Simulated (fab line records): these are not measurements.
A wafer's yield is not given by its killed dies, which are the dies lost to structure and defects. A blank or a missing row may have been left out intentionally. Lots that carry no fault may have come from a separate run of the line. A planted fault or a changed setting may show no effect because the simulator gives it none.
Chamber matching + flow nand_harc + NHARC_A_M0_ETCH_34 on rie_diel-08: 4 sister chambers
The step etches the open film in N2/H2, target depth 40 nm, overetch 12 nm, time 43.94 s. 18 wafers are shown with their chamber, then 9 later ones without.

## WAFERS WITH THEIR CHAMBER
| wafer  | chamber | drypump_motor_current_A (A) | rf_vpp_V (V) | rf_fwd_power_W (W) |
|--------|---------|-----------------------------|--------------|--------------------|
| L076.2 | 2       | 5.5                         | 428.3        | 398.5              |
| L076.3 | 3       | 6.1                         | 429.8        | 397.6              |
| L076.6 | 0       | 5.8                         | 434.1        | 395.0              |
| L075.1 | 0       | 5.8                         | 437.1        | 398.8              |
| L075.3 | 2       | 5.5                         | 427.5        | 397.3              |
| L075.4 | 3       | 6.1                         | 431.3        | 395.0              |
| L080.3 | 3       | 6.1                         | 431.8        | 396.6              |
| L080.4 | 0       | 5.9                         | 434.4        | 395.6              |
| L080.5 | 2       | 5.5                         | 428.3        | 398.8              |
| L082.1 | 1       | 5.5                         | 428.6        | 392.2              |
| L082.5 | 0       | 5.8                         | 433.2        | 393.5              |
| L082.6 | 1       | 5.5                         | 429.4        | 393.6              |
| L083.3 | 1       | 5.5                         | 427.9        | 393.4              |
| L083.4 | 2       | 5.5                         | 426.9        | 394.9              |
| L083.6 | 0       | 5.9                         | 434.5        | 395.0              |
| L088.2 | 0       | 5.8                         | 434.0        | 393.6              |
| L088.3 | 3       | 6.1                         | 431.6        | 394.8              |
| L088.5 | 0       | 5.9                         | 435.1        | 393.9              |

SIGNATURES (averages over the wafers above)
| reading                 | chamber 0 | chamber 1 | chamber 2 | chamber 3 | scatter within a chamber |
|-------------------------|-----------|-----------|-----------|-----------|--------------------------|
| drypump_motor_current_A | 5.843     | 5.500     | 5.500     | 6.100     | 0.035                    |
| rf_vpp_V                | 434.629   | 428.633   | 427.750   | 431.125   | 1                        |
| rf_fwd_power_W          | 395.057   | 393.067   | 397.375   | 396.000   | 1.61                     |
Rule: for a wafer and a chamber, the distance is found by dividing, reading by reading, the gap between the wafer's reading and the chamber's mean by the reading's scatter, squaring, summing and taking the root. The wafer belongs to the nearest chamber; if the next one is less than 2 further off, it can't be placed. The scatter: take each reading less its chamber's mean, square it, sum over the shown wafers, divide by the number of wafers less the number of chambers, and take the root.

## WAFERS WITHOUT THEIR CHAMBER
| wafer  | drypump_motor_current_A (A) | rf_vpp_V (V) | rf_fwd_power_W (W) |
|--------|-----------------------------|--------------|--------------------|
| L089.2 | 5.5                         | 427.7        | 396.4              |
| L089.3 | 6.1                         | 431.0        | 396.3              |
| L089.4 | 5.8                         | 435.2        | 394.4              |
| L093.1 | 5.5                         | 425.3        | 396.5              |
| L093.2 | 5.5                         | 428.6        | 392.1              |
| L093.4 | 5.8                         | 434.9        | 395.2              |
| L097.2 | 5.5                         | 429.1        | 391.7              |
| L097.4 | 5.5                         | 428.2        | 394.4              |
| L097.6 | 6.1                         | 430.0        | 398.0              |

## EACH ONE'S CHAMBER
| wafer  | from the rows above     | in truth |
|--------|-------------------------|----------|
| L089.2 | can't be placed: 2 or 1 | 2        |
| L089.3 | 3                       | 3        |
| L089.4 | 0                       | 0        |
| L093.1 | can't be placed: 2 or 1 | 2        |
| L093.2 | 1                       | 1        |
| L093.4 | 0                       | 0        |
| L097.2 | 1                       | 1        |
| L097.4 | can't be placed: 1 or 2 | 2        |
| L097.6 | 3                       | 3        |
6 of 9 placed correctly. Cannot be placed on the basis of these rows: 3; the candidates contain the true chamber in 3. Number placed wrongly: 0.
